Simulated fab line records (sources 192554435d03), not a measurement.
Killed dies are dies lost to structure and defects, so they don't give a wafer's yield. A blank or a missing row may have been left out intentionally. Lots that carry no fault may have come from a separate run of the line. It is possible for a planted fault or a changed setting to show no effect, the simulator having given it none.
fab line records | flow n5_finfet
[record] lots = 7 wafers = 21
route steps=1938 shown BEOL_M5@1161 BEOL_M6@1197 BEOL_M7@1293 BEOL_M8@1362 BEOL_M9@1417 BEOL_M12@1653
start_h: hours from the record's opening day to when the first of the lot's shown wafers began | wait_h: hours since the lot's step before | " as in the row above | L1.1+2: several wafers, shown together as one row | - no value, or no start given | * or withheld: withheld | < > ~ a bound
route shown NAME@n: NAME is a module with steps in the file, n the number in the route of the first one | usual: mean and standard deviation over wafers with no fault | same: alike in all rows | chamber/n: place in a boat | sites: the reading at each site | _std_site: how widely they spread, as a standard deviation | _edge_site: mean of outer sites minus mean of inner sites | radius_mm: how far each site lies from the wafer's centre | mask NAME#n: copy n | behind: the tool/chamber that last shaped the wafer | hold: why the lot went on hold/how many hours it stayed there/how the hold came to an end | device: the n, p or np transistor that did not switch | end of line: at the end of the route, the tests of the same wafers | a step with no rows: only its recipe | killed: count of dies lost to structure and defects at first sort (not the wafer's yield) | map: per-die view of a wafer (x killed, . not killed, _ where there is no die)
set.NAME: the run value of the setting; set.NAME@STEP: its run value at that earlier step | model.NAME: the simulator's own value behind a step, which no gauge read
lots run with intentionally changed settings; tables by step, rows by wafer
[[steps]]
[step N5_BEOL_M5_ETCH_41]
[recipe] chemistry = CH3F/O2 target = SiCN target_depth_a = 315 taper_deg = 2 time_s = 56.7 ion_energy_ev = 120 mask_material = TiN pressure_mtorr = 30 source_w = 395 bias_w = 75 Ar_flow_sccm = 150 CH3F_flow_sccm = 30 O2_flow_sccm = 20
[usual] rf_vpp_V = 297.2/1.5
// columns lot.wafer tool chamber start_h wait_h set.source_w rf_vpp_V
L078.2 rie_diel-01 1 - - 358.4 305.8
L078.3 " 2 " " 395 296.3
L078.5 " 3 " " 358.4 308.3
L077.1 rie_diel-05 2 - - 395 296.8
L077.3 " 0 " " 353 306.6
L077.5 " 3 " " 395 298.9
L085.2 rie_diel-03 1 - - 395 298.3
L085.4 " 2 " " 428.5 289.0
L085.5 " 1 " " 395 298.3
L086.1 rie_diel-05 0 - - 395 295.9
L086.3 " 1 " " 395 298.4
L086.4 " 2 " " 434.8 286.4
L091.2 rie_diel-01 2 - - 395 295.6
L091.4 " 0 " " 395 295.5
L091.5 " 0 " " 395 296.7
L089.2 rie_diel-01 1 - - 395 296.1
L089.3 " 0 " " 395 297.3
L089.5 " 2 " " 395 295.8
L095.1 rie_diel-05 3 - - 395 298.3
L095.3 " 1 " " 395 298.9
L095.6 " 1 " " 395 298.1
[step N5_BEOL_M6_PECVD_70]
[recipe] material = SiO2 target_thk_a = 200 temp_c = 400 precursor = TEOS/O2 pressure_torr = 5.5 rf_w = 450 teos_flow_sccm = 53.8 gas = O2 flow_sccm = 3000 time_s = 22.7
// columns lot.wafer tool chamber start_h wait_h set.temp_c model.SiO2_of_BEOL_M6_PECVD_70.thk_nm
L078.2 pecvd-01 2 218.48 0.0 400 19.6
L078.3 " 0 " " 405.8 19
L078.5 " 2 " " 400 20.2
L077.1 pecvd-02 1 231.20 0.1 393.7 20
L077.3 " 2 " " 393.7 20.6
L077.5 " 1 " " 400 19.8
L085.2 pecvd-01 0 257.07 0.0 400 19.4
L085.4 " 1 " " 408.6 19.2
L085.5 " 2 " " 400 20
L086.1 pecvd-01 1 265.46 0.0 382.8 23
L086.3 " 2 " " 400 20
L086.4 " 1 " " 400 21
L091.2+4 pecvd-03 1 283.62 0.0 400 20
L091.5 " 1 " " 400 20.2
L089.2 pecvd-02 0 288.70 0.0 400 19.8
L089.3 " 2 " " 400 19.6
L089.5 " 1 " " 400 20.2
L095.1+3 pecvd-02 1,2 321.58 0.0 386.6 21.2
L095.6 " 2 " " 400 20
[step N5_BEOL_M6_COAT_59]
[recipe] resist = SOC temp_c = 250 time_s = 60 spin_rpm = 1500 resist_thk_nm = 100
// columns lot.wafer tool chamber start_h wait_h set.spin_rpm model.SOC_of_BEOL_M6_COAT_59.thk_nm
L078.2 litho_track-02 0 220.38 0.1 1500 99.4
L078.3 " 0 " " 1562 97.4
L078.5 " 0 " " 1562 97.6
L077.1 litho_track-04 0 234.76 0.1 1360 105.2
L077.3+5 " 0 " " 1500 100
L085.2+5 litho_track-02 0 258.35 0.1 1500 99.8
L085.4 " 0 " " 1500 100
L086.1 litho_track-02 0 267.28 0.1 1665 94.8
L086.3 " 0 " " 1500 100
L086.4 " 0 " " 1665 95
L091.2+4 litho_track-04 0 286.53 0.1 1500 100.2
L091.5 " 0 " " 1500 100
L089.2 litho_track-03 0 289.99 0.1 1500 100
L089.3 " 0 " " 1500 100.4
L089.5 " 0 " " 1500 100.2
L095.1 litho_track-04 0 326.01 0.1 1500 100
L095.3 " 0 " " 1603 96.4
L095.6 " 0 " " 1603 96.8
[step N5_BEOL_M6_COAT_60]
[recipe] resist = SiARC temp_c = 220 time_s = 60 spin_rpm = 1500 resist_thk_nm = 35
[step N5_BEOL_M6_COAT_05]
[recipe] resist = CAR-ArF spin_rpm = 1500 resist_thk_nm = 90
[step N5_BEOL_M6_DESCUM_16]
[recipe] chemistry = O2 time_s = 7.9 source_power_w = 50 bias_power_w = 20 pressure_mtorr = 20 rf_frequency_hz = 2.712e+07 temp_c = 40 resist = CAR-ArF o2_flow_sccm = 225
[step N5_BEOL_M6_ETCH_61]
[recipe] chemistry = CF4 target = SiARC target_depth_a = 455 mask_material = CAR-ArF time_s = 75.8 ion_energy_ev = 80 pressure_mtorr = 40 source_w = 545 bias_w = 36 Ar_flow_sccm = 100 cf4_flow_sccm = 100 ends = cleared
[step N5_BEOL_M6_ETCH_62]
[recipe] chemistry = N2/H2 target = SOC target_depth_a = 1100 overetch_a = 220 mask_material = SiARC temp_c = 40 time_s = 165 ion_energy_ev = 200 pressure_mtorr = 30 source_w = 840 bias_w = 150 n2_flow_sccm = 200 h2_flow_sccm = 200
// columns lot.wafer tool chamber start_h wait_h set.spin_rpm@BEOL_M6_COAT_59 model.etch.depth_nm
L078.2 rie_diel-04 0 221.00 0.0 1500 99.33
L078.3 " 1 " " 1562 97.43
L078.5 " 2 " " 1562 97.62
L077.1 rie_diel-04 1 235.38 0.0 1360 105.2
L077.3 " 3 " " 1500 100
L077.5 " 1 " " 1500 99.99
L085.2+5 rie_diel-02 3,2 258.84 0.0 1500 99.72
L085.4 " 2 " " 1500 100
L086.1 rie_diel-06 1 268.04 0.0 1665 94.88
L086.3 " 2 " " 1500 99.97
L086.4 " 0 " " 1665 95.02
L091.2 rie_diel-04 2 286.96 0.0 1500 100.2
L091.4+5 " 1,2 " " 1500 100.1
L089.2 rie_diel-06 1 290.54 0.0 1500 100.1
L089.3 " 3 " " 1500 100.4
L089.5 " 0 " " 1500 100.3
L095.1 rie_diel-04 3 326.59 0.0 1500 99.95
L095.3 " 2 " " 1603 96.48
L095.6 " 2 " " 1603 96.84
[step N5_BEOL_M6_STRIP_68]
[recipe] chemistry = N2/H2 temp_c = 40 n2_flow_sccm = 200 h2_flow_sccm = 200 rf_frequency_hz = 6e+07
[step N5_BEOL_M6_STRIP_67]
[recipe] chemistry = CF4 resist = SiARC power_w = 300 bias_power_w = 75 pressure_mtorr = 50 cf4_flow_sccm = 150 rf_frequency_hz = 6e+07
[step N5_BEOL_M6_HM_OPEN_17]
[recipe] chemistry = Cl2/BCl3 target_depth_a = 200 overetch_a = 60 target = TiN mask_material = SOC ion_energy_ev = 150 pressure_mtorr = 10 icp_w = 1000 bias_w = 126 Cl2_flow_sccm = 53.25 bcl3_flow_sccm = 21.75 Ar_flow_sccm = 25
// columns lot.wafer tool chamber start_h wait_h set.spin_rpm@BEOL_M6_COAT_59 model.SOC_of_BEOL_M6_COAT_59.thk_nm
L078.2 rie_metal-01 0 221.19 0.0 1500 91.2
L078.3+5 " 1,0 " " 1562 89.4
L077.1 rie_metal-01 0 235.57 0.0 1360 97
L077.3 " 1 " " 1500 92
L077.5 " 0 " " 1500 91.8
L085.2+5 rie_metal-01 1 259.02 0.0 1500 91.6
L085.4 " 0 " " 1500 91.8
L086.1 rie_metal-01 0 268.24 0.0 1665 86.6
L086.3 " 0 " " 1500 91.6
L086.4 " 1 " " 1665 87
L091.2+5 rie_metal-03 1,0 287.14 0.0 1500 92.2
L091.4 " 0 " " 1500 92.4
L089.2 rie_metal-01 0 290.73 0.0 1500 91.8
L089.3+5 " 0 " " 1500 92.2
L095.1 rie_metal-02 0 326.77 0.0 1500 92.2
L095.3 " 1 " " 1603 87.8
L095.6 " 0 " " 1603 89.2
[step N5_BEOL_M7_EXPOSE_25]
[recipe] mask_id = V6 na = 0.33 source_shape = annular sigma_inner = 0.4 sigma_outer = 0.8 polarization = unpolarized target_cd_nm = 40 dose_mj = 42.5
// columns lot.wafer tool chamber start_h wait_h mask set.dose_mj
L078.2 euv_scanner-02 0 233.83 - V6#0 42.5
L078.3+5 " 0 " " V6#0 40.26
L077.1 euv_scanner-02 0 245.73 - V6#0 42.5
L077.3+5 " 0 " " V6#0 41.09
L085.2+4+5 euv_scanner-01 0 268.21 - V6#0 42.5
L086.1+3+4 euv_scanner-02 0 277.64 - V6#0 40.51
L089.2+3+5 euv_scanner-02 0 300.68 - V6#0 42.5
L091.2+4 euv_scanner-01 0 302.05 - V6#0 45.47
L091.5 " 0 " " V6#0 42.5
L095.1+6 euv_scanner-02 0 342.31 - V6#0 44.84
L095.3 " 0 " " V6#0 42.5
[step N5_BEOL_M7_PEB_26]
[recipe] peb_temp_c = 100 peb_time_s = 60 resist = CAR-EUV
[step N5_BEOL_M7_DEVELOP_27]
[recipe] develop_time_s = 30 developer = TMAH resist = CAR-EUV rinse_liquid = surfactant_rinse dry = air_spin dev_temp_c = 23
[step N5_BEOL_M7_CD_MEAS_28]
[recipe] target_cd_nm = 40 landing_energy_ev = 500 detector = se_inlens
[usual] cd_nm = 39.94/0.26
// columns lot.wafer tool chamber start_h wait_h set.dose_mj@BEOL_M7_EXPOSE_25 cd_nm
L078.2 cd_sem-01 0 233.95 - 42.5 39.53
L078.3 " 0 " " 40.26 38.74
L078.5 " 0 " " 40.26 39.13
L077.1 cd_sem-03 0 245.87 - 42.5 39.60
L077.3 " 0 " " 41.09 38.86
L077.5 " 0 " " 41.09 39.22
L085.2 cd_sem-03 0 268.34 - 42.5 40.20
L085.4 " 0 " " 42.5 40.17
L085.5 " 0 " " 42.5 40.17
L086.1 cd_sem-02 0 277.77 - 40.51 38.66
L086.3 " 0 " " 40.51 39.34
L086.4 " 0 " " 40.51 38.77
L089.2 cd_sem-03 0 300.81 - 42.5 40.30
L089.3 " 0 " " 42.5 40.00
L089.5 " 0 " " 42.5 40.13
L091.2 cd_sem-01 0 302.18 - 45.47 41.19
L091.4 " 0 " " 45.47 41.36
L091.5 " 0 " " 42.5 39.75
L095.1 cd_sem-03 0 342.45 - 44.84 41.13
L095.3 " 0 " " 42.5 39.39
L095.6 " 0 " " 44.84 41.33
[step N5_BEOL_M7_DESCUM_33]
[recipe] chemistry = O2 time_s = 7 source_power_w = 50 bias_power_w = 20 pressure_mtorr = 20 rf_frequency_hz = 2.712e+07 temp_c = 40 resist = CAR-EUV o2_flow_sccm = 225
// columns lot.wafer tool chamber start_h wait_h set.dose_mj@BEOL_M7_EXPOSE_25 model.BEOL_M7.cd_nm
L078.2 rie_diel-01 0 234.07 0.0 42.5 40
L078.3+5 " 3 " " 40.26 39
L077.1 rie_diel-05 0 245.99 0.0 42.5 39.8
L077.3+5 " 3,1 " " 41.09 39.2
L085.2+5 rie_diel-03 2 268.46 0.0 42.5 40.2
L085.4 " 0 " " 42.5 40
L086.1 rie_diel-03 0 277.89 0.0 40.51 38.6
L086.3+4 " 3,1 " " 40.51 39
L089.2 rie_diel-05 3 300.93 0.0 42.5 40.2
L089.3+5 " 1,3 " " 42.5 40
L091.2+4 rie_diel-01 3,2 302.30 0.0 45.47 41.4
L091.5 " 3 " " 42.5 39.8
L095.1+6 rie_diel-03 2,1 342.57 0.0 44.84 41
L095.3 " 0 " " 42.5 39.4
[step N5_BEOL_M7_ETCH_72]
[recipe] chemistry = N2/H2 target = underlayer target_depth_a = 65 mask_material = CAR-EUV time_s = 5.2 ion_energy_ev = 200 pressure_mtorr = 30 source_w = 840 bias_w = 150 n2_flow_sccm = 200 h2_flow_sccm = 200 ends = cleared
[step N5_BEOL_M7_ETCH_65]
[recipe] chemistry = CF4 target = SiARC target_depth_a = 156 mask_material = CAR-EUV time_s = 26 ion_energy_ev = 80 pressure_mtorr = 40 source_w = 545 bias_w = 36 Ar_flow_sccm = 100 cf4_flow_sccm = 100 ends = cleared
// columns lot.wafer tool chamber start_h wait_h set.dose_mj@BEOL_M7_EXPOSE_25 model.BEOL_M7.cd_nm
L078.2 rie_diel-01 0 234.13 0.0 42.5 39.8
L078.3 " 3 " " 40.26 39
L078.5 " 3 " " 40.26 39.2
L077.1 rie_diel-05 0 246.04 0.0 42.5 40
L077.3+5 " 3,1 " " 41.09 39.2
L085.2+5 rie_diel-03 2 268.51 0.0 42.5 40
L085.4 " 0 " " 42.5 39.6
L086.1 rie_diel-03 0 277.94 0.0 40.51 38.4
L086.3 " 3 " " 40.51 38.6
L086.4 " 1 " " 40.51 38.8
L089.2 rie_diel-05 3 300.98 0.0 42.5 40.2
L089.3 " 1 " " 42.5 39.8
L089.5 " 3 " " 42.5 40
L091.2 rie_diel-01 3 302.35 0.0 45.47 41.6
L091.4 " 2 " " 45.47 41.4
L091.5 " 3 " " 42.5 40.2
L095.1 rie_diel-03 2 342.62 0.0 44.84 40.8
L095.3 " 0 " " 42.5 39.2
L095.6 " 1 " " 44.84 41
[step N5_BEOL_M8_EXPOSE_25]
[recipe] mask_id = V7 na = 0.33 source_shape = annular sigma_inner = 0.4 sigma_outer = 0.8 polarization = unpolarized target_cd_nm = 40 dose_mj = 42.5
// columns lot.wafer tool chamber start_h wait_h mask set.dose_mj
L078.2+3+5 euv_scanner-01 0 243.49 - V7#0 42.5
L077.1+5 euv_scanner-01 0 257.21 - V7#0 40.71
L077.3 " 0 " " V7#0 42.5
L085.2+5 euv_scanner-01 0 275.21 - V7#0 45.11
L085.4 " 0 " " V7#0 42.5
L086.1+3 euv_scanner-01 0 288.64 - V7#0 43.31
L086.4 " 0 " " V7#0 42.5
L089.2+3+5 euv_scanner-02 0 309.22 - V7#0 42.5
L091.2+5 euv_scanner-01 0 309.39 - V7#0 42.5
L091.4 " 0 " " V7#0 41.52
L095.1+3 euv_scanner-02 0 348.89 - V7#0 40.5
L095.6 " 0 " " V7#0 42.5
[step N5_BEOL_M8_PEB_26]
[recipe] peb_temp_c = 100 peb_time_s = 60 resist = CAR-EUV
[step N5_BEOL_M8_DEVELOP_27]
[recipe] develop_time_s = 30 developer = TMAH resist = CAR-EUV rinse_liquid = surfactant_rinse dry = air_spin dev_temp_c = 23
[step N5_BEOL_M8_DESCUM_33]
[recipe] chemistry = O2 time_s = 7 source_power_w = 50 bias_power_w = 20 pressure_mtorr = 20 rf_frequency_hz = 2.712e+07 temp_c = 40 resist = CAR-EUV o2_flow_sccm = 225
// columns lot.wafer tool chamber start_h wait_h set.dose_mj@BEOL_M8_EXPOSE_25 model.BEOL_M8.cd_nm
L078.2+3+5 rie_diel-02 1,0,1 243.73 0.0 42.5 40
L077.1 rie_diel-04 3 257.46 0.0 40.71 38.8
L077.3 " 2 " " 42.5 39.6
L077.5 " 2 " " 40.71 39
L085.2 rie_diel-02 1 275.51 0.1 45.11 40.8
L085.4 " 0 " " 42.5 39.8
L085.5 " 1 " " 45.11 40.6
L086.1+3 rie_diel-02 0,1 289.14 0.3 43.31 40.2
L086.4 " 3 " " 42.5 39.6
L089.2+5 rie_diel-02 0 309.47 0.0 42.5 39.6
L089.3 " 2 " " 42.5 39.8
L091.2+5 rie_diel-02 1 310.00 0.4 42.5 40
L091.4 " 3 " " 41.52 39.6
L095.1 rie_diel-04 3 349.15 0.0 40.5 38.6
L095.3 " 0 " " 40.5 39
L095.6 " 2 " " 42.5 39.8
[step N5_BEOL_M8_ETCH_72]
[recipe] chemistry = N2/H2 target = underlayer target_depth_a = 65 mask_material = CAR-EUV time_s = 5.2 ion_energy_ev = 200 pressure_mtorr = 30 source_w = 840 bias_w = 150 n2_flow_sccm = 200 h2_flow_sccm = 200 ends = cleared
// columns lot.wafer tool chamber start_h wait_h set.dose_mj@BEOL_M8_EXPOSE_25 model.BEOL_M8.cd_nm
L078.2+3+5 rie_diel-02 1,0,1 243.77 0.0 42.5 40
L077.1 rie_diel-04 3 257.50 0.0 40.71 38.8
L077.3 " 2 " " 42.5 39.6
L077.5 " 2 " " 40.71 39
L085.2 rie_diel-02 1 275.54 0.0 45.11 41
L085.4 " 0 " " 42.5 39.8
L085.5 " 1 " " 45.11 40.6
L086.1 rie_diel-02 0 289.17 0.0 43.31 40.4
L086.3 " 1 " " 43.31 40.2
L086.4 " 3 " " 42.5 39.8
L089.2 rie_diel-02 0 309.50 0.0 42.5 39.8
L089.3 " 2 " " 42.5 40
L089.5 " 0 " " 42.5 39.6
L091.2 rie_diel-02 1 310.03 0.0 42.5 40.2
L091.4 " 3 " " 41.52 39.4
L091.5 " 1 " " 42.5 40
L095.1 rie_diel-04 3 349.18 0.0 40.5 38.6
L095.3 " 0 " " 40.5 39
L095.6 " 2 " " 42.5 39.8
[step N5_BEOL_M9_DESCUM_16]
[recipe] chemistry = O2 time_s = 7.9 source_power_w = 50 bias_power_w = 20 pressure_mtorr = 20 rf_frequency_hz = 2.712e+07 temp_c = 40 resist = CAR-ArF o2_flow_sccm = 225
// columns lot.wafer tool chamber start_h wait_h set.time_s model.CAR-ArF_of_BEOL_M9_COAT_05.thk_nm
L078.2+3 rie_diel-01 1,2 250.32 0.1 7.9 83.8
L078.5 " 2 " " 6.386 84.6
L077.1 rie_diel-03 2 264.59 0.0 7.9 83.2
L077.3+5 " 1,3 " " 7.9 83.6
L085.2+4 rie_diel-01 1,3 281.95 0.0 7.9 83.4
L085.5 " 3 " " 7.9 83.6
L086.1 rie_diel-01 3 293.79 0.2 6.305 83.8
L086.3 " 1 " " 6.305 84
L086.4 " 2 " " 7.9 83
L089.2+3 rie_diel-03 1,2 315.15 0.2 7.9 84
L089.5 " 2 " " 7.9 83.8
L091.2 rie_diel-05 1 315.51 0.0 7.9 83.4
L091.4 " 2 " " 7.9 83.2
L091.5 " 1 " " 7.419 83.4
L095.1 rie_diel-03 2 354.94 0.2 6.382 84.6
L095.3+6 " 1,2 " " 7.9 83.8
[step N5_BEOL_M9_ETCH_61]
[recipe] chemistry = CF4 target = SiARC target_depth_a = 390 mask_material = CAR-ArF time_s = 65 ion_energy_ev = 80 pressure_mtorr = 40 source_w = 545 bias_w = 36 Ar_flow_sccm = 100 cf4_flow_sccm = 100 ends = cleared
// columns lot.wafer tool chamber start_h wait_h set.time_s@BEOL_M9_DESCUM_16 model.CAR-ArF_of_BEOL_M9_COAT_05.thk_nm
L078.2 rie_diel-01 1 250.36 0.0 7.9 56
L078.3 " 2 " " 7.9 55.8
L078.5 " 2 " " 6.386 56.8
L077.1 rie_diel-03 2 264.62 0.0 7.9 55.4
L077.3 " 1 " " 7.9 55.8
L077.5 " 3 " " 7.9 55.6
L085.2 rie_diel-01 1 281.99 0.0 7.9 55.4
L085.4 " 3 " " 7.9 55.6
L085.5 " 3 " " 7.9 55.8
L086.1+3 rie_diel-01 3,1 293.83 0.0 6.305 55.8
L086.4 " 2 " " 7.9 55
L089.2 rie_diel-03 1 315.18 0.0 7.9 56
L089.3+5 " 2 " " 7.9 55.8
L091.2 rie_diel-05 1 315.54 0.0 7.9 55.4
L091.4 " 2 " " 7.9 55.2
L091.5 " 1 " " 7.419 55.6
L095.1 rie_diel-03 2 354.97 0.0 6.382 56.8
L095.3 " 1 " " 7.9 55.6
L095.6 " 2 " " 7.9 55.8
[step N5_BEOL_M9_ETCH_65]
[recipe] chemistry = CF4 target = SiARC target_depth_a = 156 mask_material = CAR-EUV time_s = 26 ion_energy_ev = 80 pressure_mtorr = 40 source_w = 545 bias_w = 36 Ar_flow_sccm = 100 cf4_flow_sccm = 100 ends = cleared
[usual] rf_vpp_V = 183.9/1
// columns lot.wafer tool chamber start_h wait_h set.bias_w rf_vpp_V
L078.2 rie_diel-05 3 253.51 0.0 40.63 198.9
L078.3 " 1 " " 36 184.1
L078.5 " 2 " " 36 183.4
L077.1 rie_diel-05 0 266.62 0.0 42.22 203.1
L077.3 " 2 " " 42.22 202.0
L077.5 " 3 " " 36 185.3
L085.2 rie_diel-05 3 285.23 0.0 39 195.8
L085.4 " 2 " " 36 184.1
L085.5 " 3 " " 36 185.1
L086.1 rie_diel-05 3 296.12 0.0 30.53 167.1
L086.3 " 1 " " 36 183.6
L086.4 " 2 " " 36 182.8
L089.2 rie_diel-03 3 316.61 0.0 36 186.5
L089.3 " 1 " " 36 184.7
L089.5 " 0 " " 36 184.9
L091.2 rie_diel-01 0 317.01 0.0 36 183.0
L091.4 " 2 " " 36 183.0
L091.5 " 0 " " 38.05 189.6
L095.1 rie_diel-01 1 355.94 0.0 36 183.8
L095.3 " 3 " " 37.84 189.9
L095.6 " 3 " " 37.84 189.8
[step N5_BEOL_M12_CMP_49]
[recipe] stop_on = SiOC t_overpolish_s = 20.6 down_force_psi = 1 platen_rpm = 50 clearing_platen_down_force_psi = 1.5 clearing_platen_rpm = 50 post_cmp_clean = cu_alkaline target_thk_nm = 320 clearing_platen_pad_velocity_m_s = 0.99484 pad_velocity_m_s = 0.99484
[usual] barrier_field_endpoint_s = 30.2/0.91
// columns lot.wafer tool chamber start_h wait_h set.down_force_psi barrier_field_endpoint_s
L078.2 cmp-02 3 273.11 0.3 0.9203 32.3
L078.3 " 0 " " 1 30.5
L078.5 " 1 " " 1 29.6
L077.3 cmp-01 1 289.04 0.2 1 30.5
L077.1 " 3 " " 1 30.3
L077.5 " 1 " " 0.8154 38.3
L085.2 cmp-01 2 309.02 0.4 1.064 29.4
L085.4 " 1 " " 1.064 28.0
L085.5 " 3 " " 1 30.5
L086.3 cmp-02 1 316.44 0.2 0.7762 38.6
L086.1 " 2 " " 1 29.8
L086.4 " 0 " " 1 31.9
L089.3 cmp-04 0 344.13 0.2 1 29.9
L089.2 " 1 " " 1 28.8
L089.5 " 0 " " 1 30.9
L091.4 cmp-04 0 348.19 0.1 1 30.4
L091.2 " 3 " " 1 30.0
L091.5 " 0 " " 1.164 26.0
L095.3 cmp-04 2 384.46 0.2 1 30.3
L095.1 " 0 " " 0.8389 36.4
L095.6 " 2 " " 1 30.3
[[key]]
[split] step = N5_BEOL_M5_ETCH_41 setting = source_w stated = 395 by = wafer
[response] step = N5_BEOL_M5_ETCH_41 reading = rf_vpp_V change = -1.02 per = 1% r = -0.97
[split] step = N5_BEOL_M6_PECVD_70 setting = temp_c stated = 400 by = wafer
[response] step = N5_BEOL_M6_PECVD_70 reading = model.SiO2_of_BEOL_M6_PECVD_70.thk_nm change = -0.461 per = 1% r = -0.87
[split] step = N5_BEOL_M6_COAT_59 setting = spin_rpm stated = 1500 by = wafer
[response] step = N5_BEOL_M6_COAT_59 reading = model.SOC_of_BEOL_M6_COAT_59.thk_nm change = -0.499 per = 1% r = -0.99
[response] step = N5_BEOL_M6_ETCH_62 reading = model.etch.depth_nm change = -0.493 per = 1% r = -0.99
[response] step = N5_BEOL_M6_HM_OPEN_17 reading = model.SOC_of_BEOL_M6_COAT_59.thk_nm change = -0.489 per = 1% r = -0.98
[split] step = N5_BEOL_M7_EXPOSE_25 setting = dose_mj stated = 42.5 by = wafer
[response] step = N5_BEOL_M7_CD_MEAS_28 reading = cd_nm change = +0.219 per = 1% r = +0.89
[response] step = N5_BEOL_M7_DESCUM_33 reading = model.BEOL_M7.cd_nm change = +0.231 per = 1% r = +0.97
[response] step = N5_BEOL_M7_ETCH_65 reading = model.BEOL_M7.cd_nm change = +0.21 per = 1% r = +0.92
[split] step = N5_BEOL_M8_EXPOSE_25 setting = dose_mj stated = 42.5 by = wafer
[response] step = N5_BEOL_M8_DESCUM_33 reading = model.BEOL_M8.cd_nm change = +0.176 per = 1% r = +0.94
[response] step = N5_BEOL_M8_ETCH_72 reading = model.BEOL_M8.cd_nm change = +0.189 per = 1% r = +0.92
[split] step = N5_BEOL_M9_DESCUM_16 setting = time_s stated = 7.9 by = wafer
[response] step = N5_BEOL_M9_DESCUM_16 reading = model.CAR-ArF_of_BEOL_M9_COAT_05.thk_nm change = -0.0419 per = 1% r = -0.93
[response] step = N5_BEOL_M9_ETCH_61 reading = model.CAR-ArF_of_BEOL_M9_COAT_05.thk_nm change = -0.0477 per = 1% r = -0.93
[split] step = N5_BEOL_M9_ETCH_65 setting = bias_w stated = 36 by = wafer
[response] step = N5_BEOL_M9_ETCH_65 reading = rf_vpp_V change = +1.09 per = 1% r = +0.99
[split] step = N5_BEOL_M12_CMP_49 setting = down_force_psi stated = 1 by = wafer
[response] step = N5_BEOL_M12_CMP_49 reading = barrier_field_endpoint_s change = -0.349 per = 1% r = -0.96
